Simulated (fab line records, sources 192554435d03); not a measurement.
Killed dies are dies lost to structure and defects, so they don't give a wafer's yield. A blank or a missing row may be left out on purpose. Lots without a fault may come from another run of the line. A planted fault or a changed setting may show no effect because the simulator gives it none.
Chamber matching | flow n5_finfet | N5_GATE_CUT_STRIP_41 on rie_diel-04: 4 sister chambers
The step strips in CF4. 8 wafers are shown with their chamber, then 11 later ones without.

WAFERS WITH THEIR CHAMBER
wafer  | chamber | showerhead_plenum_p_Torr (Torr) | drypump_motor_current_A (A)
L080.1 | 3       | 1.81                            | 5.5
L086.4 | 0       | 1.77                            | 6.3
L086.5 | 3       | 1.81                            | 5.5
L089.3 | 1       | 1.85                            | 5.6
L090.1 | 1       | 1.84                            | 5.5
L090.2 | 2       | 1.74                            | 5.6
L090.6 | 2       | 1.74                            | 5.6
L094.1 | 0       | 1.77                            | 6.2

WAFERS WITHOUT THEIR CHAMBER
wafer  | showerhead_plenum_p_Torr (Torr) | drypump_motor_current_A (A)
L094.5 | 1.74                            | 5.6
L094.6 | 1.77                            | 6.3
L095.2 | 1.84                            | 5.6
L095.5 | 1.77                            | 6.3
L095.6 | 1.84                            | 5.6
L096.1 | 1.73                            | 5.6
L096.2 | 1.77                            | 6.3
L096.3 | 1.84                            | 5.5
L097.1 | 1.77                            | 6.3
L097.2 | 1.80                            | 5.5
L097.4 | 1.73                            | 5.6

WHICH CHAMBER EACH WENT THROUGH
wafer  | from the rows above | in truth
L094.5 | 2                   | 2
L094.6 | 0                   | 0
L095.2 | 1                   | 1
L095.5 | 0                   | 0
L095.6 | 1                   | 1
L096.1 | 2                   | 2
L096.2 | 0                   | 0
L096.3 | 1                   | 1
L097.1 | 0                   | 0
L097.2 | 3                   | 3
L097.4 | 2                   | 2
Placed correctly: 11 of 11. Can't be placed from these rows: 0. Placed wrongly: 0.
How it was worked out, from the rows above alone: a wafer's distance from a chamber is the root of the sum, over the readings, of the square of ((its reading less the chamber's mean) divided by the reading's scatter). The wafer belongs to the nearest chamber; if the next one is less than 2 further off, it can't be placed. A chamber's mean is the mean of its shown wafers. The scatter: the root of (the sum of the squares of (reading less its chamber's mean) over the shown wafers, divided by (wafers less chambers)).
